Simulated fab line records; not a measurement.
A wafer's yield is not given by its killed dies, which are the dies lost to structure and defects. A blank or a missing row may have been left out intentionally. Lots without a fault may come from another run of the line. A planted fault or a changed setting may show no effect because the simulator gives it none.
fab line records -- flow n5Finfet
record lots=11, wafers=31, lastDay=18
route steps=1938 shown BEOL_M11@1575 BEOL_M12@1609
lots with no fault: from the same line, run without faults
startH: the number of hours between the record's first day and the start of the first shown wafer of the lot -- waitH: hours since the lot's step before -- " identical to the entry in the row above -- L1.1+2: a row that stands for several wafers -- - no value present, or no start provided -- * or withheld: withheld -- < > ~ a bound
route shown NAME@n: names a module that has steps shown in the file, with the first one's number in the route -- usual: average and standard deviation across the fault-free wafers -- same: alike in all rows -- chamber/n: place in a boat -- sites: per-site readings -- _std_site: their standard deviation -- _edge_site: the outer-site mean with the inner-site mean subtracted -- radiusMm: for every site, how far away it sits from the centre of the wafer -- mask NAME#n: copy n -- behind: the most recent tool/chamber to have shaped the wafer -- hold: why the lot went on hold/how many hours it stayed there/how the hold came to an end -- device: the transistor (n, p or np) that didn't switch -- end of line: tests run on the same wafers once the route is complete -- a step with no rows: only its recipe -- killed: dies lost to structure and defects at the first sort, not the wafer's yield -- map: dies across one wafer; x = killed, . = not, _ = none there
set.NAME: setting as actually run; set.NAME@STEP: the setting as run at that earlier step -- model.NAME: the simulator's own value behind a step, which no gauge read
route steps across a sampled set of lots; one table per step, one row per wafer
services: when a tool's chamber went out of use (startH, in hours from the record's first day, below 0 if earlier), for how many hours, and the reason
## steps
# step N5_BEOL_M11_VIA_ETCH_34
# recipe chemistry=C4F6/O2, target=SiCOH_lowk, targetDepthA=1845, maskMaterial=SOC, taperDeg=4, timeS=69.2, ionEnergyEv=250, pressureMtorr=30, sourceW=345, biasW=185, Ar_flow_sccm=300, C4F6_flow_sccm=10, O2_flow_sccm=10
# usual O2_flow_sccm=10.00/0.031, drypumpMotorCurrentA=5.7/0.43, oes_ar_750_au=0.76/0.07, oesProductAu=0.76/0.08, rfVppV=665/17, showerheadPlenumPTorr=2.79/0.086, throttleValvePct=20.96/0.27
lot.wafer,tool,chamber,startH,waitH,O2_flow_sccm,drypumpMotorCurrentA,oes_ar_750_au,oesProductAu,rfHoursCounterH,rfVppV,showerheadPlenumPTorr,throttleValvePct
L412.2,rieDiel-01,2,255.12,0.0,10.03,6.2,0.73,0.73,180,667,2.92,20.56
L412.5,rieDiel-01,1,255.12,0.0,10.03,5.3,0.74,0.74,-,692,2.70,21.01
L412.6,rieDiel-01,0,255.12,0.0,9.98,6.4,0.74,0.73,-,682,2.80,20.64
L415.1,rieDiel-01,0,259.74,0.0,10.04,6.4,0.74,0.72,198,685,2.80,20.64
L415.3,rieDiel-01,3,259.74,0.0,10.01,6.0,0.73,0.69,224,647,2.70,21.44
L413.1,rieDiel-03,2,262.43,0.0,10.03,5.9,0.93,0.95,25,652,2.74,20.82
L413.6,rieDiel-03,3,262.43,0.0,10.04,5.2,0.73,0.72,-,636,2.72,21.10
L417.1,rieDiel-03,2,280.92,0.0,9.97,5.9,0.92,0.92,32,650,2.74,20.85
L417.5,rieDiel-03,3,280.92,0.0,9.95,5.2,0.72,0.72,-,635,2.72,21.11
L417.6,rieDiel-03,0,280.92,0.0,9.98,5.4,0.72,0.71,-,673,2.92,21.18
L418.1,rieDiel-01,3,284.75,0.0,10.01,6.1,0.72,0.70,231,646,2.69,21.43
L418.5,rieDiel-01,2,284.75,0.0,9.99,6.1,0.73,0.71,-,666,2.92,20.57
L418.6,rieDiel-01,3,284.75,0.0,10.02,6.1,0.72,0.70,-,644,2.69,21.45
L419.2,rieDiel-03,1,295.57,0.0,9.99,5.1,0.92,0.94,9,656,2.80,21.07
L419.3,rieDiel-03,3,295.57,0.0,9.99,5.2,0.72,0.71,189,638,2.72,21.12
L419.4,rieDiel-03,2,295.57,0.0,10.02,5.9,0.90,0.91,37,650,2.74,20.88
L426.1,rieDiel-03,3,332.94,0.0,9.94,5.2,0.71,0.70,200,635,2.71,21.14
L426.2,rieDiel-03,0,332.94,0.0,10.03,5.4,0.70,0.70,239,673,2.91,21.21
L426.3,rieDiel-03,1,332.94,0.0,9.99,5.1,0.89,0.92,21,654,2.79,21.07
L430.1,rieDiel-03,0,355.36,0.0,9.95,5.4,0.70,0.70,246,674,2.91,21.22
L430.2,rieDiel-03,3,355.36,0.0,9.99,5.2,0.71,0.70,206,636,2.71,21.14
L430.5,rieDiel-03,1,355.36,0.0,9.96,5.1,0.88,0.90,-,654,2.79,21.08
L429.3,rieDiel-01,1,359.25,0.0,9.97,5.3,0.71,0.72,212,691,2.68,21.06
L429.4,rieDiel-01,0,359.25,0.0,9.96,6.4,0.71,0.70,-,685,2.79,20.70
L429.5,rieDiel-01,2,359.25,0.0,9.98,6.1,0.71,0.69,-,667,2.91,20.60
L432.1,rieDiel-03,3,360.63,0.0,9.97,5.2,0.71,0.69,208,637,2.71,21.14
L432.2,rieDiel-03,1,360.63,0.0,10.01,5.1,0.88,0.88,30,656,2.79,21.10
L432.6,rieDiel-03,2,360.63,0.0,10.01,5.9,0.88,0.87,-,650,2.73,20.89
L433.1,rieDiel-02,0,384.27,0.0,10.00,5.6,0.83,0.84,55,671,2.91,20.73
L433.3,rieDiel-02,1,384.27,0.0,10.05,5.6,0.74,0.72,203,651,2.72,21.31
L433.5,rieDiel-02,3,384.27,0.0,9.99,5.3,0.76,0.78,-,675,2.85,20.81
# step N5_BEOL_M11_CURE_72
# recipe tempC=370, timeS=120, ambient=DMADMS/He, material=SiCOH_lowk
# usual lampPowerPct=52.32/0.055, wafer_temp_C_max=371.5/0.57
lot.wafer,tool,chamber,startH,waitH,lampPowerPct,wafer_temp_C_max
L412.2,uvCure-01,2,255.70,0.1,52.36,371.2
L412.5,uvCure-01,2,255.70,0.1,52.31,371.7
L412.6,uvCure-01,2,255.70,0.1,52.21,371.5
L415.1,uvCure-02,2,260.22,0.0,52.35,371.3
L415.3,uvCure-02,2,260.22,0.0,52.32,370.9
L413.1,uvCure-02,0,263.05,0.2,52.31,371.5
L413.6,uvCure-02,0,263.05,0.2,52.31,371.7
L417.1,uvCure-02,1,281.40,0.0,52.32,370.7
L417.5,uvCure-02,1,281.40,0.0,52.30,371.0
L417.6,uvCure-02,1,281.40,0.0,52.28,370.9
L418.1,uvCure-01,0,285.37,0.2,52.33,372.1
L418.5,uvCure-01,0,285.37,0.2,52.28,371.2
L418.6,uvCure-01,0,285.37,0.2,52.39,371.3
L419.2,uvCure-03,0,296.09,0.1,52.27,371.3
L419.3,uvCure-03,0,296.09,0.1,52.40,371.3
L419.4,uvCure-03,0,296.09,0.1,52.35,370.9
L426.1,uvCure-02,1,333.42,0.0,52.28,370.7
L426.2,uvCure-02,1,333.42,0.0,52.37,371.3
L426.3,uvCure-02,1,333.42,0.0,52.31,370.8
L430.1,uvCure-02,2,355.84,0.0,52.39,371.1
L430.2,uvCure-02,2,355.84,0.0,52.37,371.6
L430.5,uvCure-02,2,355.84,0.0,52.35,370.8
L429.3,uvCure-03,2,359.90,0.2,52.23,373.1
L429.4,uvCure-03,2,359.90,0.2,52.29,372.5
L429.5,uvCure-03,2,359.90,0.2,52.37,371.8
L432.1,uvCure-03,1,361.13,0.0,52.26,371.1
L432.2,uvCure-03,1,361.13,0.0,52.27,371.1
L432.6,uvCure-03,1,361.13,0.0,52.27,371.1
L433.1,uvCure-02,2,384.75,0.0,52.26,370.9
L433.3,uvCure-02,2,384.75,0.0,52.41,371.1
L433.5,uvCure-02,2,384.75,0.0,52.25,371.1
# step N5_BEOL_M12_PEB_08
# recipe pebTempC=130, pebTimeS=90
# usual heaterPowerTotalW=172.4/0.79
lot.wafer,tool,chamber,startH,waitH,heaterPowerTotalW
L412.2,lithoTrack-02,0,258.62,0.0,172.0
L412.5,lithoTrack-02,0,258.62,0.0,171.6
L412.6,lithoTrack-02,0,258.62,0.0,172.2
L415.1,lithoTrack-01,0,264.40,0.1,171.9
L415.3,lithoTrack-01,0,264.40,0.1,170.8
L413.1,lithoTrack-03,0,266.78,0.1,173.3
L413.6,lithoTrack-03,0,266.78,0.1,172.3
L417.1,lithoTrack-02,0,284.03,0.1,172.6
L417.5,lithoTrack-02,0,284.03,0.1,173.1
L417.6,lithoTrack-02,0,284.03,0.1,173.9
L418.1,lithoTrack-03,0,290.03,0.1,173.3
L418.5,lithoTrack-03,0,290.03,0.1,172.9
L418.6,lithoTrack-03,0,290.03,0.1,171.2
L419.2,lithoTrack-01,0,298.38,0.0,171.2
L419.3,lithoTrack-01,0,298.38,0.0,172.6
L419.4,lithoTrack-01,0,298.38,0.0,173.8
L426.1,lithoTrack-02,0,336.63,0.1,173.9
L426.2,lithoTrack-02,0,336.63,0.1,172.1
L426.3,lithoTrack-02,0,336.63,0.1,181.3
L430.1,lithoTrack-03,0,360.35,0.1,171.8
L430.2,lithoTrack-03,0,360.35,0.1,172.2
L430.5,lithoTrack-03,0,360.35,0.1,172.6
L429.3,lithoTrack-02,0,363.11,0.0,181.6
L429.4,lithoTrack-02,0,363.11,0.0,181.7
L429.5,lithoTrack-02,0,363.11,0.0,181.8
L432.1,lithoTrack-03,0,363.85,0.1,171.6
L432.2,lithoTrack-03,0,363.85,0.1,173.3
L432.6,lithoTrack-03,0,363.85,0.1,171.4
L433.1,lithoTrack-01,0,388.51,0.1,173.9
L433.3,lithoTrack-01,0,388.51,0.1,171.8
L433.5,lithoTrack-01,0,388.51,0.1,172.5
# step N5_BEOL_M12_ETCH_59
# recipe chemistry=N2/H2, target=BARC, targetDepthA=890, overetchA=267, timeS=67.9, ionEnergyEv=200, pressureMtorr=30, sourceW=840, biasW=150, n2FlowSccm=200, h2FlowSccm=200
# usual drypumpMotorCurrentA=5.8/0.49, oesProductAu=0.67/0.062, rfVppV=525.0/2.4, showerheadPlenumPTorr=2.58/0.087, throttleValvePct=17.8/0.39
lot.wafer,tool,chamber,startH,waitH,drypumpMotorCurrentA,oesProductAu,rfHoursCounterH,rfVppV,showerheadPlenumPTorr,throttleValvePct
L412.2,rieDiel-06,0,259.07,0.0,6.3,0.60,228,523.7,2.63,18.3
L412.5,rieDiel-06,0,259.07,0.0,6.3,0.61,-,525.7,2.63,18.3
L412.6,rieDiel-06,3,259.07,0.0,5.0,0.62,-,527.5,2.64,18.1
L415.1,rieDiel-06,3,264.65,0.0,5.0,0.62,202,526.1,2.64,18.1
L415.3,rieDiel-06,0,264.65,0.0,6.3,0.60,230,524.9,2.62,18.3
L413.1,rieDiel-06,2,267.04,0.0,5.9,0.77,30,523.1,2.46,17.3
L413.6,rieDiel-06,1,267.04,0.0,6.5,0.67,-,527.7,2.67,17.7
L417.1,rieDiel-04,1,284.27,0.0,5.8,0.81,9,524.6,2.62,17.6
L417.5,rieDiel-04,1,284.27,0.0,5.8,0.82,-,524.6,2.62,17.6
L417.6,rieDiel-04,0,284.27,0.0,5.0,0.71,-,522.7,2.43,17.8
L418.1,rieDiel-05,3,290.27,0.0,5.9,0.59,248,525.4,2.58,17.4
L418.5,rieDiel-05,0,290.27,0.0,6.2,0.71,-,529.8,2.65,17.4
L418.6,rieDiel-05,1,290.27,0.0,5.9,0.61,-,526.8,2.63,18.4
L419.2,rieDiel-06,1,298.73,0.0,6.5,0.67,94,527.4,2.66,17.7
L419.3,rieDiel-06,3,298.73,0.0,5.0,0.61,219,525.3,2.64,18.1
L419.4,rieDiel-06,2,298.73,0.0,5.9,0.74,43,522.2,2.45,17.3
L426.1,rieDiel-05,3,336.92,0.0,5.8,0.79,10,525.7,2.58,17.1
L426.2,rieDiel-05,2,336.92,0.0,5.5,0.66,129,523.1,2.45,17.6
L426.3,rieDiel-05,0,336.92,0.0,6.2,0.69,95,526.3,2.64,17.4
L430.1,rieDiel-05,2,360.59,0.0,5.4,0.65,138,521.0,2.45,17.7
L430.2,rieDiel-05,3,360.59,0.0,5.9,0.76,19,525.0,2.57,17.1
L430.5,rieDiel-05,1,360.59,0.0,5.8,0.59,-,526.8,2.62,18.4
L429.3,rieDiel-06,3,363.34,0.0,5.0,0.60,242,526.5,2.63,18.1
L429.4,rieDiel-06,1,363.34,0.0,6.5,0.65,-,525.8,2.65,17.7
L429.5,rieDiel-06,2,363.34,0.0,5.9,0.72,-,522.5,2.44,17.3
L432.1,rieDiel-04,3,364.08,0.0,6.3,0.65,144,525.3,2.57,17.9
L432.2,rieDiel-04,1,364.08,0.0,5.8,0.75,39,526.5,2.60,17.6
L432.6,rieDiel-04,3,364.08,0.0,6.3,0.65,-,523.7,2.57,17.9
L433.1,rieDiel-05,0,388.75,0.0,6.2,0.67,115,529.1,2.63,17.5
L433.3,rieDiel-05,1,388.75,0.0,5.8,0.59,229,525.8,2.62,18.5
L433.5,rieDiel-05,3,388.75,0.0,5.8,0.75,-,525.7,2.57,17.1
## services
tool,chamber,startH,hours,kind
rieDiel-03,1,245.77,-,clean
rieDiel-03,1,245.77,-,consumableReplace:focusRing
rieDiel-03,1,245.77,18.5,scheduledDown
rieDiel-03,1,245.77,18.5,ventCycle
uvCure-03,-,245.83,0.7,repair
uvCure-02,-,251.43,5.2,repair
uvCure-03,-,266.58,0.9,repair
rieDiel-06,0,268.22,15.3,repair
rieDiel-02,1,285.26,2.9,repair
rieDiel-06,2,293.88,4.3,repair
rieDiel-05,2,297.03,9.6,repair
rieDiel-06,2,304.45,10.4,repair
rieDiel-02,2,311.15,15.1,repair
rieDiel-03,2,315.58,9.5,repair
rieDiel-01,-,347.50,0.1,repair
uvCure-03,-,349.66,1.0,pm
rieDiel-02,-,355.65,15.6,pm
uvCure-03,-,362.26,24.9,pm
rieDiel-03,0,365.55,-,clean
rieDiel-03,0,365.55,-,consumableReplace:focusRing
rieDiel-03,0,365.55,18.1,scheduledDown
rieDiel-03,0,365.55,18.1,ventCycle
rieDiel-05,3,369.28,14.3,repair
rieDiel-04,-,377.54,14.6,pm
## key
firstSign step=N5_BEOL_M12_PEB_08, reading=heaterPowerTotalW, direction=up, sigmas=12, usual=*, struck=*
effect none on later readings
metAt N5_BEOL_M12_PEB_08
struckLots L426,L429
struckWafers L426.3,L429.3,L429.4,L429.5
notActingAt N5_BEOL_M11_VIA_ETCH_34,N5_BEOL_M11_CURE_72,N5_BEOL_M12_ETCH_59
onsetBetween 284.03 336.63
fault kind=processParameterDrift, tool=lithoTrack-02, chamber=-, onsetH=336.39, steps=N5_BEOL_M12_PEB_08, channel=pebTimeS, offset=*, shape=step, endH=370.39, scope=struckWafersOnly, actsIn=*, stated=*
